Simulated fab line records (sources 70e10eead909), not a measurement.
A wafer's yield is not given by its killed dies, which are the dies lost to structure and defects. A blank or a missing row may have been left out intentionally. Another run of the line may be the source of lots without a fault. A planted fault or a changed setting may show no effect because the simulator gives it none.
fab line records | flow nand_harc
record: lots: 14 | wafers: 42 | last_day: 32
route steps=1302 shown P_BONDPAD@379 A_ONON_D1@425 END@1302
lots that met no fault: from a run of the same line without faults
start_h: hours from the record's opening day to when the first of the lot's shown wafers began | wait_h: hours since the lot's step before | " same as the row above | L1.1+2: one row covering several wafers at once | - no value present, or no start provided | * or withheld: withheld | < > ~ a bound
route shown NAME@n: a module of which the file shows steps, and the number in the route of the first | usual: the fault-free wafers' mean and standard deviation | same: alike in all rows | chamber/n: place in a boat | sites: per-site readings | _std_site: the standard deviation of these | _edge_site: mean of outer sites minus mean of inner sites | radius_mm: for every site, how far away it sits from the centre of the wafer | mask NAME#n: copy n | behind: tool/chamber where the wafer was last shaped | hold: cause of the lot's hold/its duration in hours/its outcome | device: which transistor (n, p or np) failed to switch | end of line: at the end of the route, the tests of the same wafers | where a step has no rows: the recipe by itself | killed: dies that structure and defects cost at the first sort, which is not the same as the wafer's yield | map: per-die view of a wafer (x killed, . not killed, _ where there is no die)
set.NAME: setting as actually run; set.NAME@STEP: the setting as run at that earlier step | model.NAME: the simulator's own value behind a step, which no gauge read
one table for each step of the route and one row for each wafer, over a sample of lots
services: from which hour (start_h, from the record's first day; less than 0 if before it) a tool's chamber was out of use, for how many hours, and why
== steps ==
step: NHARC_P_BONDPAD_ANNEAL_28
recipe: temp_c: 225 | time_s: 90
usual: anneal_temp_c: 225.05/0.18 | wafer_temp_C_max: 226.3/0.33
lot.wafer | tool          | chamber | start_h | wait_h | anneal_temp_c | wafer_temp_C_max
L439.1    | rtp_anneal-01 | 0       | 146.99  | 0.3    | 225.02        | 226.3
L439.4    | "             | 0       | "       | "      | 225.10        | 225.9
L439.6    | "             | 0       | "       | "      | 225.32        | 226.2
L440.2    | rtp_anneal-01 | 0       | 152.12  | -      | 225.33        | 225.8
L440.5    | "             | 0       | "       | "      | 225.01        | 226.1
L440.6    | "             | 0       | "       | "      | 225.25        | 225.8
L441.2    | rtp_anneal-02 | 0       | 165.27  | -      | 224.85        | 226.2
L441.5    | "             | 0       | "       | "      | 225.03        | 226.1
L441.6    | "             | 0       | "       | "      | 225.05        | 226.0
L442.2    | rtp_anneal-01 | 0       | 172.83  | -      | 224.84        | 226.3
L442.4    | "             | 0       | "       | "      | 224.87        | 226.1
L442.6    | "             | 0       | "       | "      | 224.86        | 226.8
L443.3    | rtp_anneal-02 | 0       | 184.17  | 0.4    | 225.33        | 226.9
L443.4    | "             | 0       | "       | "      | 225.11        | 226.5
L443.6    | "             | 0       | "       | "      | 225.34        | 226.3
L444.1    | rtp_anneal-02 | 0       | 185.23  | -      | 224.95        | 226.5
L444.2    | "             | 0       | "       | "      | 225.27        | 226.3
L444.3    | "             | 0       | "       | "      | 225.05        | 226.4
L445.1    | rtp_anneal-01 | 0       | 194.35  | -      | 225.13        | 226.0
L445.3    | "             | 0       | "       | "      | 225.25        | 226.4
L445.5    | "             | 0       | "       | "      | 225.20        | 226.0
L446.2    | rtp_anneal-01 | 0       | 211.87  | 0.4    | 224.75        | 226.5
L446.3    | "             | 0       | "       | "      | 224.84        | 226.3
L446.5    | "             | 0       | "       | "      | 224.91        | 226.5
L447.1    | rtp_anneal-01 | 0       | 214.60  | 0.3    | 225.05        | 226.3
L447.2    | "             | 0       | "       | "      | 225.02        | 226.0
L447.5    | "             | 0       | "       | "      | 225.07        | 226.4
L449.1    | rtp_anneal-01 | 0       | 238.29  | -      | 225.36        | 226.8
L449.3    | "             | 0       | "       | "      | 224.99        | 226.4
L449.6    | "             | 0       | "       | "      | 225.10        | 226.5
L450.1    | rtp_anneal-01 | 0       | 250.94  | -      | 225.10        | 226.0
L450.2    | "             | 0       | "       | "      | 225.33        | 225.9
L450.4    | "             | 0       | "       | "      | 225.09        | 226.0
L452.1    | rtp_anneal-01 | 0       | 276.45  | 0.3    | 225.05        | 226.1
L452.4    | "             | 0       | "       | "      | 225.05        | 226.0
L452.6    | "             | 0       | "       | "      | 225.00        | 226.0
L456.1    | rtp_anneal-02 | 0       | 315.33  | -      | 225.19        | 226.5
L456.2    | "             | 0       | "       | "      | 225.02        | 226.6
L456.3    | "             | 0       | "       | "      | 224.59        | 226.5
L457.4    | rtp_anneal-01 | 0       | 322.71  | -      | 224.95        | 226.1
L457.5    | "             | 0       | "       | "      | 224.91        | 226.2
L457.6    | "             | 0       | "       | "      | 225.12        | 226.3
step: NHARC_A_ONON_D1_THK_MEAS_02
recipe: thk_meas_gauge: ellipsometry
usual: thk_nm: 1002/8.7
lot.wafer | tool          | chamber | start_h | wait_h | thk_nm
L439.1    | film_metro-02 | -       | 171.63  | -      | 992
L439.4    | "             | -       | "       | "      | 993
L439.6    | "             | -       | "       | "      | 991
L440.2    | film_metro-02 | -       | 179.81  | -      | 1002
L440.5    | "             | -       | "       | "      | 1002
L440.6    | "             | -       | "       | "      | 1001
L441.2    | film_metro-02 | -       | 190.48  | -      | 993
L441.5    | "             | -       | "       | "      | 994
L441.6    | "             | -       | "       | "      | 994
L442.2    | film_metro-02 | -       | 201.65  | -      | 1012
L442.4    | "             | -       | "       | "      | 1014
L442.6    | "             | -       | "       | "      | 1010
L443.3    | film_metro-01 | -       | 209.64  | -      | 1005
L443.4    | "             | -       | "       | "      | 1006
L443.6    | "             | -       | "       | "      | 1005
L444.1    | film_metro-02 | -       | 209.64  | -      | 1013
L444.2    | "             | -       | "       | "      | 1014
L444.3    | "             | -       | "       | "      | 1014
L445.1    | film_metro-01 | -       | 218.56  | -      | 1001
L445.3    | "             | -       | "       | "      | 1000
L445.5    | "             | -       | "       | "      | 1002
L447.1    | film_metro-02 | -       | 236.05  | -      | 977
L447.2    | "             | -       | "       | "      | 976
L447.5    | "             | -       | "       | "      | 978
L446.2    | film_metro-01 | -       | 236.05  | -      | 1002
L446.3    | "             | -       | "       | "      | 1003
L446.5    | "             | -       | "       | "      | 1006
L449.1    | film_metro-02 | -       | 260.07  | -      | 994
L449.3    | "             | -       | "       | "      | 995
L449.6    | "             | -       | "       | "      | 994
L450.1    | film_metro-02 | -       | 275.68  | -      | 1006
L450.2    | "             | -       | "       | "      | 1006
L450.4    | "             | -       | "       | "      | 1007
L452.1    | film_metro-02 | -       | 304.59  | -      | 994
L452.4    | "             | -       | "       | "      | 992
L452.6    | "             | -       | "       | "      | 994
L456.1    | film_metro-01 | -       | 339.77  | -      | 1003
L456.2    | "             | -       | "       | "      | 1004
L456.3    | "             | -       | "       | "      | 1006
L457.4    | film_metro-01 | -       | 347.13  | -      | 1005
L457.5    | "             | -       | "       | "      | 1003
L457.6    | "             | -       | "       | "      | 1003
step: NHARC_A_ONON_D1_DEP_12
recipe: target_thk_a: 10000 | n2_flow_sccm: 2750 | n2o_flow_sccm: 2000 | nh3_flow_sccm: 500 | sih4_flow_sccm: 210 | temp_c: 400
lot.wafer  | tool          | chamber | start_h | wait_h
L439.1+4+6 | pecvd_onon-03 | 0       | 173.38  | 0.1
L440.2+5+6 | pecvd_onon-03 | 0       | 181.62  | 0.1
L441.2+5+6 | pecvd_onon-03 | 0       | 192.29  | 0.1
L442.2+4+6 | pecvd_onon-02 | 0       | 203.47  | 0.1
L444.1+2+3 | pecvd_onon-01 | 0       | 211.39  | 0.1
L443.3+4+6 | pecvd_onon-02 | 0       | 211.51  | 0.2
L445.1+3+5 | pecvd_onon-01 | 0       | 220.31  | 0.1
L447.1+2+5 | pecvd_onon-02 | 0       | 237.80  | 0.1
L446.2+3+5 | pecvd_onon-01 | 0       | 237.86  | 0.1
L449.1+3+6 | pecvd_onon-01 | 0       | 261.84  | 0.1
L450.1+2+4 | pecvd_onon-03 | 0       | 277.44  | 0.1
L452.1+4+6 | pecvd_onon-03 | 0       | 306.33  | 0.1
L456.1+2+3 | pecvd_onon-03 | 0       | 341.52  | 0.1
L457.4+5+6 | pecvd_onon-03 | 0       | 349.09  | 0.2
step: NHARC_A_ONON_D1_THK_MEAS_14
recipe: thk_meas_gauge: ellipsometry
usual: thk_nm: 999/9.6
lot.wafer | tool          | chamber | start_h | wait_h | thk_nm
L439.1    | film_metro-01 | -       | 173.89  | -      | 1002
L439.4    | "             | -       | "       | "      | 1002
L439.6    | "             | -       | "       | "      | 1000
L440.2    | film_metro-02 | -       | 182.07  | -      | 991
L440.5    | "             | -       | "       | "      | 990
L440.6    | "             | -       | "       | "      | 991
L441.2    | film_metro-01 | -       | 192.74  | -      | 996
L441.5    | "             | -       | "       | "      | 996
L441.6    | "             | -       | "       | "      | 997
L442.2    | film_metro-02 | -       | 203.92  | -      | 987
L442.4    | "             | -       | "       | "      | 988
L442.6    | "             | -       | "       | "      | 989
L444.1    | film_metro-01 | -       | 211.90  | -      | 982
L444.2    | "             | -       | "       | "      | 980
L444.3    | "             | -       | "       | "      | 981
L443.3    | film_metro-02 | -       | 211.91  | -      | 1017
L443.4    | "             | -       | "       | "      | 1019
L443.6    | "             | -       | "       | "      | 1016
L445.1    | film_metro-01 | -       | 220.83  | -      | 1008
L445.3    | "             | -       | "       | "      | 1010
L445.5    | "             | -       | "       | "      | 1009
L447.1    | film_metro-02 | -       | 238.30  | -      | 1011
L447.2    | "             | -       | "       | "      | 1009
L447.5    | "             | -       | "       | "      | 1010
L446.2    | film_metro-01 | -       | 238.31  | -      | 994
L446.3    | "             | -       | "       | "      | 994
L446.5    | "             | -       | "       | "      | 994
L449.1    | film_metro-01 | -       | 262.35  | -      | 991
L449.3    | "             | -       | "       | "      | 994
L449.6    | "             | -       | "       | "      | 993
L450.1    | film_metro-02 | -       | 277.95  | -      | 990
L450.2    | "             | -       | "       | "      | 991
L450.4    | "             | -       | "       | "      | 992
L452.1    | film_metro-02 | -       | 306.84  | -      | 1002
L452.4    | "             | -       | "       | "      | 1002
L452.6    | "             | -       | "       | "      | 1004
L456.1    | film_metro-01 | -       | 342.04  | -      | 1002
L456.2    | "             | -       | "       | "      | 1004
L456.3    | "             | -       | "       | "      | 1582
L457.4    | film_metro-02 | -       | 349.42  | -      | 1000
L457.5    | "             | -       | "       | "      | 1579
L457.6    | "             | -       | "       | "      | 1580
step: NHARC_END_SORT_01
recipe: temp_c: 25
usual: killed_at_array: 61/24 | killed_at_other: 1.2/1.3 | killed_at_periphery: 3.7/2.6 | killed_dies: 66/23 | killed_open: 3.3/1.8 | killed_short: 2.4/1.6
same: gross_dies: 677
lot.wafer | tool      | chamber | start_h | wait_h | killed_at_array | killed_at_other | killed_at_periphery | killed_dies | killed_open | killed_short
L456.1    | prober-01 | 0       | 761.47  | 2.5    | 48              | 1               | 4                   | 53          | 5           | 1
L456.2    | prober-01 | 0       | 762.27  | 2.8    | 56              | 0               | 3                   | 59          | 4           | 5
L456.3    | prober-01 | 0       | 763.07  | 3.1    | 672             | 0               | 5                   | 677         | 4           | 1
L457.4    | prober-01 | 0       | 771.72  | 3.4    | 69              | 0               | 5                   | 74          | 2           | 1
L457.5    | prober-01 | 0       | 772.53  | 3.7    | 674             | 0               | 3                   | 677         | 3           | 3
L457.6    | prober-01 | 0       | 773.33  | 4.0    | 669             | 0               | 8                   | 677         | 4           | 2
killed by level:class
L456.1 A_SLIT:chamber_film_flake=25 A_CHANNEL_HOLE_D1:chamber_film_flake=11 A_CHANNEL_HOLE_D2:geometric_particle:open=2 P_STI:chamber_film_flake=2 A_DECK1_JOINT:chamber_film_flake=2 A_CONTACT:chamber_film_flake=2 A_ONON_D1:geometric_particle:open=1 A_CONTACT:geometric_particle:open=1
L456.2 A_SLIT:chamber_film_flake=28 A_CHANNEL_HOLE_D1:chamber_film_flake=14 A_CONTACT:chamber_film_flake=4 A_DECK1_JOINT:geometric_particle:short=2 A_ONON_D1:geometric_particle:short=1 A_CHANNEL_HOLE_D2:geometric_particle:short=1 A_CHANNEL_HOLE_D2:geometric_particle:open=1 A_CHANNEL_FILL_D2:geometric_particle:open=1
L456.3 A_ONON_D1:area_dep=611 A_SLIT:chamber_film_flake=41 A_CHANNEL_HOLE_D1:chamber_film_flake=15 P_M2:chamber_film_flake=2 P_GATE:geometric_particle:open=1 P_M0:geometric_particle:open=1 A_ONON_D1:geometric_particle:open=1 A_DECK1_JOINT:geometric_particle:short=1
L457.4 A_CHANNEL_HOLE_D1:chamber_film_flake=28 A_CHANNEL_HOLE_D2:chamber_film_flake=24 A_CONTACT:chamber_film_flake=8 P_GATE:chamber_film_flake=3 A_SLIT:chamber_film_flake=3 A_WL_FILL:chamber_film_flake=2 P_M0:geometric_particle:open=1 A_CHANNEL_HOLE_D1:geometric_particle:short=1
L457.5 A_ONON_D1:area_dep=596 A_CHANNEL_HOLE_D1:chamber_film_flake=30 A_CHANNEL_HOLE_D2:chamber_film_flake=27 A_CONTACT:chamber_film_flake=11 P_GATE:chamber_film_flake=3 A_CHANNEL_FILL_D2:chamber_film_flake=2 A_ONON_D1:geometric_particle:open=1 A_CHANNEL_HOLE_D1:geometric_particle:short=1
L457.6 A_ONON_D1:area_dep=578 A_CHANNEL_HOLE_D1:chamber_film_flake=39 A_CHANNEL_HOLE_D2:chamber_film_flake=30 A_CONTACT:chamber_film_flake=9 A_SLIT:chamber_film_flake=8 P_GATE:chamber_film_flake=3 P_M0:geometric_particle:open=2 A_STAIRCASE:chamber_film_flake=2
== services ==
tool          | chamber | start_h | hours | kind
pecvd_onon-02 | -       | 185.14  | 13.0  | pm
pecvd_onon-03 | -       | 217.45  | 0.2   | repair
pecvd_onon-03 | -       | 227.42  | 13.0  | pm
pecvd_onon-01 | -       | 269.00  | 13.0  | pm
== key ==
first_sign: step: NHARC_A_ONON_D1_THK_MEAS_14 | reading: thk_nm | direction: up | sigmas: 61 | usual: 999 | struck: 1580
effect: step: NHARC_END_SORT_01 | reading: killed_dies | direction: up | sigmas: 27 | usual: 66 | struck: 677
more_kills_born_at: NHARC_A_ONON_D1_DEP_12@pecvd_onon-03: 1785
met_at NHARC_A_ONON_D1_DEP_12
struck_lots L456,L457
struck_wafers L456.3,L457.5,L457.6
later_rows_left_out L456.3,L457.5,L457.6
tester_left_out L456,L457
not_acting_at NHARC_P_BONDPAD_ANNEAL_28,NHARC_A_ONON_D1_THK_MEAS_02
onset_between 306.33 341.52
fault: kind: process_parameter_drift | tool: pecvd_onon-03 | chamber: - | onset_h: 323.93 | steps: NHARC_A_ONON_D1_DEP_12 | channel: target_thk_a | offset: * | shape: step | end_h: 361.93 | scope: struck_wafers_only | acts_in: * | stated: *
tester_left_out: of these lots the tester's yield and bins aren't shown, on N5 and GAA mostly nor the transistor test; their killed dies are dies lost to structure and defects alone, not to doping, threshold or leakage, so they don't give the yield
later_rows_left_out: the simulator's readings of these wafers behind a module that went badly wrong aren't trusted and aren't shown, but for the sort
